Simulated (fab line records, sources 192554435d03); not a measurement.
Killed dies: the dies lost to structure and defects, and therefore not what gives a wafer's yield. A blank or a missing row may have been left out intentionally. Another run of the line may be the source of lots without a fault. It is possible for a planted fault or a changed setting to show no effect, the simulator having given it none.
What tool caused it?	flow n5-finfet	Sampling: 24 lots, 72 wafers, 6 of 1938 route steps

== WHAT EACH GAUGE READ, for each wafer ==
N5_BEOL_M7_CD_MEAS_28: target cd 40 nm.
lot	measured	on	cd-nm (nm)
L074	day 9 08:46	cd-sem-01	40.44 40.28 40.55
L076	day 9 08:51	cd-sem-01	39.94 39.98 39.70
L075	day 9 11:16	cd-sem-02	40.28 40.01 40.03
L077	day 9 21:48	cd-sem-01	40.14 40.07 39.78
L078	day 10 04:28	cd-sem-01	40.03 39.58 39.83
L080	day 10 08:13	cd-sem-01	40.41 40.59 40.23
L079	day 10 11:40	cd-sem-03	40.36 39.92 40.08
L081	day 10 17:08	cd-sem-01	39.83 40.00 39.89
L082	day 11 09:53	cd-sem-02	40.27 39.88 39.75
L083	day 11 11:51	cd-sem-01	39.47 39.72 39.97
L084	day 11 11:55	cd-sem-03	39.81 40.25 40.16
L085	day 11 17:48	cd-sem-02	39.82 40.09 40.19
L086	day 12 11:13	cd-sem-02	39.86 39.57 39.90
L087	day 12 20:38	cd-sem-02	39.88 40.29 39.69
L089	day 13 18:02	cd-sem-01	40.02 40.07 39.98
L088	day 13 21:55	cd-sem-02	39.86 40.10 39.66
L091	day 14 06:20	cd-sem-03	40.15 40.02 40.26
L090	day 14 06:31	cd-sem-03	40.29 40.34 40.32
L093	day 14 06:33	cd-sem-01	39.77 40.16 40.03
L092	day 14 06:43	cd-sem-01	40.63 40.21 39.99
L094	day 14 16:08	cd-sem-03	39.84 39.66 39.50
L095	day 14 18:51	cd-sem-01	39.84 39.91 40.03
L097	day 15 06:18	cd-sem-03	40.30 40.13 40.17
L096	day 15 12:04	cd-sem-02	40.01 40.09 39.89

N5_BEOL_M7_OVL_MEAS_29.
lot	measured	on	V6_OVL (nm)
L074	day 9 08:49	overlay-02	0.3 -0.1 0.7
L076	day 9 08:53	overlay-02	-0.9 0.1 -0.1
L075	day 9 11:18	overlay-02	0.1 -0.8 -0.5
L077	day 9 21:50	overlay-02	-0.5 -0.4 -0.5
L078	day 10 04:30	overlay-01	-0.7 0.1 0.3
L080	day 10 08:14	overlay-01	-1.0 -1.0 -0.5
L079	day 10 11:41	overlay-01	0.1 0.1 0.8
L081	day 10 17:10	overlay-01	-1.2 -1.7 -1.2
L082	day 11 09:55	overlay-01	-1.5 -0.7 -1.2
L083	day 11 11:53	overlay-01	-1.1 -0.7 -0.8
L084	day 11 11:58	overlay-02	0.1 -0.1 -0.4
L085	day 11 17:50	overlay-01	0.3 0.3 0.8
L086	day 12 11:14	overlay-01	-1.3 0.9 0.4
L087	day 12 20:40	overlay-01	-0.3 0.1 0.8
L089	day 13 18:05	overlay-02	-0.6 0.0 0.7
L088	day 13 21:56	overlay-02	0.0 0.0 -0.2
L091	day 14 06:23	overlay-01	-0.7 -0.1 0.0
L090	day 14 06:32	overlay-02	0.7 -0.6 -0.2
L093	day 14 06:35	overlay-01	0.1 0.1 -0.4
L092	day 14 06:45	overlay-01	1.5 -0.6 0.1
L094	day 14 16:11	overlay-02	1.0 1.3 -0.1
L095	day 14 18:53	overlay-01	0.0 0.9 0.2
L097	day 15 06:20	overlay-02	-0.1 0.1 -0.4
L096	day 15 12:06	overlay-02	0.3 0.5 0.7

N5_BEOL_M7_INSPECT_58: inspects for defects (darkfield).
lot	measured	on	raw-defect-count
L074	day 9 13:52	defect-inspect-01	104 49 71
L076	day 9 13:17	defect-inspect-01	91 66 88
L075	day 9 14:10	defect-inspect-02	44 71 52
L077	day 10 02:15	defect-inspect-02	39 69 52
L078	day 10 08:06	defect-inspect-01	58 29 84
L080	day 10 11:37	defect-inspect-01	41 57 123
L079	day 10 14:41	defect-inspect-02	52 47 73
L081	day 10 22:01	defect-inspect-02	78 61 71
L082	day 11 12:55	defect-inspect-02	82 105 80
L083	day 11 14:42	defect-inspect-01	88 43 49
L084	day 11 15:14	defect-inspect-02	79 95 79
L085	day 11 20:40	defect-inspect-02	80 68 55
L086	day 12 18:09	defect-inspect-01	81 70 125
L087	day 13 02:34	defect-inspect-02	47 66 48
L089	day 14 00:44	defect-inspect-02	78 85 79
L088	day 14 01:47	defect-inspect-02	67 55 115
L091	day 14 09:52	defect-inspect-02	76 54 88
L090	day 14 09:58	defect-inspect-02	93 104 131
L093	day 14 10:26	defect-inspect-02	78 108 79
L092	day 14 10:42	defect-inspect-01	105 46 89
L094	day 14 19:38	defect-inspect-02	38 51 85
L095	day 15 01:30	defect-inspect-02	63 63 40
L097	day 15 10:25	defect-inspect-02	44 42 38
L096	day 15 16:09	defect-inspect-01	46 46 68

N5_BEOL_M8_INSPECT_13: inspects for defects (brightfield).
lot	measured	on	raw-defect-count
L074	day 9 16:34	defect-inspect-02	487 559 465
L076	day 9 14:35	defect-inspect-01	386 305 307
L075	day 9 16:46	defect-inspect-01	274 307 318
L077	day 10 05:27	defect-inspect-01	379 254 397
L078	day 10 10:34	defect-inspect-01	374 616 529
L080	day 10 13:17	defect-inspect-01	214 290 397
L079	day 10 16:31	defect-inspect-02	374 309 531
L081	day 11 00:34	defect-inspect-02	329 357 303
L082	day 11 14:34	defect-inspect-01	409 508 286
L083	day 11 16:25	defect-inspect-01	421 370 263
L084	day 11 16:37	defect-inspect-02	485 469 392
L085	day 12 00:08	defect-inspect-02	370 420 346
L086	day 12 20:36	defect-inspect-02	472 419 494
L087	day 13 05:26	defect-inspect-01	298 333 338
L089	day 14 02:29	defect-inspect-01	275 270 275
L088	day 14 03:25	defect-inspect-01	411 423 418
L091	day 14 13:24	defect-inspect-01	318 303 466
L090	day 14 13:34	defect-inspect-01	635 478 505
L093	day 14 13:48	defect-inspect-01	407 392 600
L092	day 14 13:58	defect-inspect-01	458 471 654
L094	day 15 00:52	defect-inspect-01	337 271 298
L095	day 15 02:53	defect-inspect-01	274 424 351
L097	day 15 13:15	defect-inspect-01	367 272 416
L096	day 15 17:30	defect-inspect-01	401 349 412

== WHICH TOOL RAN EACH LOT (tool, then ch and the chambers of the sampled wafers, then the start) ==
lot	N5_BEOL_M7_VIA_ETCH_34	N5_BEOL_M7_STRIP_36
L074	rie-diel-04 ch 2,3, day 9 09:04	rie-diel-04 ch 2,3, day 9 09:07
L076	rie-diel-02 ch 0,1,2, day 9 09:09	rie-diel-02 ch 0,1,2, day 9 09:12
L075	rie-diel-06 ch 0,3, day 9 11:34	rie-diel-06 ch 0,3, day 9 11:37
L077	rie-diel-04 ch 0,2,3, day 9 22:06	rie-diel-04 ch 0,2,3, day 9 22:09
L078	rie-diel-02 ch 0,1,3, day 10 04:56	rie-diel-02 ch 0,1,3, day 10 04:59
L080	rie-diel-04 ch 0,1,3, day 10 08:39	rie-diel-04 ch 0,1,3, day 10 08:42
L079	rie-diel-02 ch 0,1,3, day 10 12:07	rie-diel-02 ch 0,1,3, day 10 12:11
L081	rie-diel-04 ch 0,1,2, day 10 17:26	rie-diel-04 ch 0,1,2, day 10 17:29
L082	rie-diel-06 ch 0,2, day 11 10:11	rie-diel-06 ch 0,2, day 11 10:14
L083	rie-diel-02 ch 0,1,3, day 11 12:10	rie-diel-02 ch 0,1,3, day 11 12:13
L084	rie-diel-04 ch 0,2, day 11 12:16	rie-diel-04 ch 0,2, day 11 12:19
L085	rie-diel-04 ch 1,2, day 11 18:20	rie-diel-04 ch 1,2, day 11 18:23
L086	rie-diel-04 ch 0,1,2, day 12 11:31	rie-diel-04 ch 0,1,2, day 12 11:34
L087	rie-diel-06 ch 0,1,3, day 12 21:11	rie-diel-06 ch 0,1,3, day 12 21:14
L089	rie-diel-06 ch 2,3, day 13 18:37	rie-diel-06 ch 2,3, day 13 18:40
L088	rie-diel-02 ch 0,2,3, day 13 22:13	rie-diel-02 ch 0,2,3, day 13 22:16
L091	rie-diel-02 ch 0,1,2, day 14 06:38	rie-diel-02 ch 0,1,2, day 14 06:41
L090	rie-diel-04 ch 0,2,3, day 14 06:55	rie-diel-04 ch 0,2,3, day 14 06:58
L093	rie-diel-06 ch 0,1,2, day 14 07:02	rie-diel-06 ch 0,1,2, day 14 07:05
L092	rie-diel-02 ch 0,3, day 14 07:08	rie-diel-02 ch 0,3, day 14 07:11
L094	rie-diel-06 ch 0,2, day 14 16:26	rie-diel-06 ch 0,2, day 14 16:30
L095	rie-diel-02 ch 1,2,3, day 14 19:10	rie-diel-02 ch 1,2,3, day 14 19:13
L097	rie-diel-02 ch 0,2,3, day 15 06:36	rie-diel-02 ch 0,2,3, day 15 07:28
L096	rie-diel-04 ch 1,2,3, day 15 12:48	rie-diel-04 ch 1,2,3, day 15 12:51
- N5_BEOL_M7_VIA_ETCH_34: etches SiCOH lowk in C4F6/O2, target depth 125.5 nm, time 50.5 s.
- N5_BEOL_M7_STRIP_36: strips in N2/H2.

== AS READ BY THE TOOLS THEMSELVES (means over the sampled wafers that have a number; for cases with no such wafer, the mark the record gives instead) ==
N5_BEOL_M7_VIA_ETCH_34.
lot	tool	C4F6_flow_sccm (sccm)	O2_flow_sccm (sccm)	bias-w (W)	drypump-motor-current-A (A)	oes-product-au (a.u.)	rf-vpp-V (V)	showerhead-plenum-p-Torr (Torr)	throttle-valve-pct (%)
L074	rie-diel-04	10.01	10.007	184.5	5.2	0.70	651	2.83	20.72
L076	rie-diel-02	9.99	10.024	185.0	6.0	0.79	661	2.84	20.60
L075	rie-diel-06	10.03	10.013	184.9	5.4	0.72	660	2.78	20.83
L077	rie-diel-04	9.99	9.990	184.8	5.4	0.70	648	2.85	20.81
L078	rie-diel-02	9.98	9.993	185.3	6.0	0.78	665	2.87	20.62
L080	rie-diel-04	10.02	9.980	184.8	5.8	0.70	654	2.86	20.78
L079	rie-diel-02	9.99	10.013	185.0	6.0	0.78	666	2.87	20.62
L081	rie-diel-04	9.99	10.003	185.3	5.4	0.72	653	2.93	20.74
L082	rie-diel-06	10.00	10.006	185.2	6.0	0.76	671	2.88	21.09
L083	rie-diel-02	10.03	9.992	184.5	6.0	0.76	666	2.86	20.62
L084	rie-diel-04	10.02	9.987	184.9	5.2	0.73	643	2.93	20.86
L085	rie-diel-04	9.98	9.993	184.8	5.8	0.70	662	2.92	20.62
L086	rie-diel-04	10.00	10.032	185.4	5.5	0.71	653	2.92	20.76
L087	rie-diel-06	10.01	9.997	185.7	5.5	0.73	662	2.83	20.78
L089	rie-diel-06	9.98	10.013	185.0	5.9	0.79	647	2.75	21.01
L088	rie-diel-02	9.99	10.014	185.3	6.4	0.76	647	2.80	20.80
L091	rie-diel-02	10.00	10.012	184.7	5.9	0.84	660	2.82	20.48
L090	rie-diel-04	9.99	9.968	185.3	5.4	0.78	651	2.95	20.75
L093	rie-diel-06	10.01	10.018	185.5	5.8	0.78	662	2.86	20.93
L092	rie-diel-02	9.97	10.009	184.8	6.4	0.82	656	2.85	20.62
L094	rie-diel-06	9.94	10.001	184.9	6.0	0.74	670	2.87	21.12
L095	rie-diel-02	10.01	9.975	185.0	6.0	0.77	654	2.80	20.69
L097	rie-diel-02	10.04	10.014	184.7	6.5	0.74	648	2.80	20.82
L096	rie-diel-04	9.99	10.006	184.3	5.7	0.76	660	2.93	20.63

N5_BEOL_M7_STRIP_36.
lot	tool	bias-power-w (W)	drypump-motor-current-A (A)	n2-flow-sccm (sccm)	oes-product-au (a.u.)	rf-vpp-V (V)	showerhead-plenum-p-Torr (Torr)	throttle-valve-pct (%)
L074	rie-diel-04	7.027	5.2	199.6	0.70	60.2	2.54	23.3
L076	rie-diel-02	6.993	6.0	199.8	0.79	60.3	2.54	23.3
L075	rie-diel-06	6.992	5.4	200.4	0.71	58.0	2.51	24.1
L077	rie-diel-04	7.006	5.4	200.2	0.71	59.6	2.55	23.4
L078	rie-diel-02	7.017	6.0	200.5	0.78	59.6	2.57	23.3
L080	rie-diel-04	6.982	5.8	200.3	0.71	59.5	2.56	23.5
L079	rie-diel-02	7.005	6.0	200.2	0.77	58.3	2.57	23.3
L081	rie-diel-04	6.992	5.5	200.2	0.71	59.3	2.63	23.5
L082	rie-diel-06	7.006	6.0	200.8	0.76	60.3	2.58	23.8
L083	rie-diel-02	6.999	6.0	199.9	0.76	59.9	2.57	23.3
L084	rie-diel-04	6.990	5.2	200.3	0.73	60.0	2.63	23.5
L085	rie-diel-04	6.984	5.8	199.3	0.71	57.9	2.62	23.4
L086	rie-diel-04	7.011	5.5	200.6	0.70	60.8	2.62	23.5
L087	rie-diel-06	6.995	5.5	200.0	0.73	59.1	2.53	23.6
L089	rie-diel-06	7.012	5.9	199.8	0.79	60.8	2.45	23.8
L088	rie-diel-02	6.994	6.4	200.1	0.75	59.8	2.50	23.5
L091	rie-diel-02	7.028	6.0	200.4	0.85	60.0	2.52	23.2
L090	rie-diel-04	7.013	5.4	199.6	0.78	60.6	2.65	23.3
L093	rie-diel-06	6.995	5.8	200.0	0.78	57.9	2.54	23.4
L092	rie-diel-02	6.987	6.4	200.1	0.82	58.8	2.55	23.1
L094	rie-diel-06	6.978	6.0	199.6	0.75	59.5	2.57	23.8
L095	rie-diel-02	6.996	6.0	199.8	0.78	59.4	2.51	23.4
L097	rie-diel-02	6.983	6.4	200.3	0.75	58.9	2.50	23.4
L096	rie-diel-04	6.992	5.7	199.7	0.76	60.3	2.64	23.3

== THE ANSWER, worked out from the rows above alone ==
Rule: the usual values come from the lots themselves. Put in order of their means at a reading, lots are off if they are a third of the lots or fewer, leave a main group of 4 or more, and stand apart from it by a gap of 3 or more times the standard deviation of the main group's means; of several such gaps the widest counts. Not used: any main group whose means are identical at the precision the tables above print for the reading. A lot without any number at a reading at which 4 lots or more have one is off too. Where the step has rows for the other lots, those lots are counted as sound. The gauges are gone through in route order, then the tools' own readings, and for those a lot's mean is taken as printed above. At the first step where some lot is off, the reading lying furthest off is the one used; lots without a number count as furthest.
No lot is off at any reading shown: from this, nothing can be told.

== WHAT WAS PUT IN BY THE SIMULATOR ==
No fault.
